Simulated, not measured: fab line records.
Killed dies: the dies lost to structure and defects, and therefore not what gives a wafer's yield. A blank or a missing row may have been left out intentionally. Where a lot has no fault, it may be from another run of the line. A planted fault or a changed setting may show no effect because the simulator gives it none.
Chamber matching | flow nand-harc | 3 sister chambers for NHARC_A_STAIRCASE_DEP_156 on pecvd-03
The step deposits SiNx, target thk 50 nm. 6 wafers are shown with their chamber, then 7 later ones without.

## EACH WAFER AND ITS CHAMBER
wafer  | chamber | heater-power-w (W)
L074.5 | 2       | 637
L079.3 | 2       | 610
L086.2 | 1       | 674
L086.6 | 0       | 612
L088.3 | 1       | 623
L088.4 | 0       | 637

## WAFERS MISSING THEIR CHAMBER
wafer  | heater-power-w (W)
L088.5 | 521
L093.2 | 539
L093.5 | 564
L093.6 | 687
L096.1 | 704
L096.3 | 654
L096.4 | 599

## WHICH CHAMBER EACH ONE RAN IN
wafer  | from the rows above          | in truth
L088.5 | can't be placed: 2 or 0 or 1 | 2
L093.2 | can't be placed: 2 or 0 or 1 | 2
L093.5 | can't be placed: 2 or 0 or 1 | 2
L093.6 | can't be placed: 1 or 0 or 2 | 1
L096.1 | can't be placed: 1 or 0 or 2 | 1
L096.3 | can't be placed: 1 or 0 or 2 | 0
L096.4 | can't be placed: 2 or 0 or 1 | 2
Correct placement for 0 of the 7. These rows do not allow placing 7 (true chamber among the candidates in 7). Wrongly placed: 0.
How it was worked out, from the rows above alone: a wafer's distance from a chamber is the root of the sum, over the readings, of the square of ((its reading less the chamber's mean) divided by the reading's scatter). If the next closest chamber is less than 2 further off than the closest, the wafer can't be placed; otherwise it belongs to the closest. For every chamber, the mean is computed from those of its wafers that are shown. How the scatter is found: for the shown wafers, subtract from each reading the mean of its chamber, square and add these, divide the total by (wafers less chambers), then take the root.
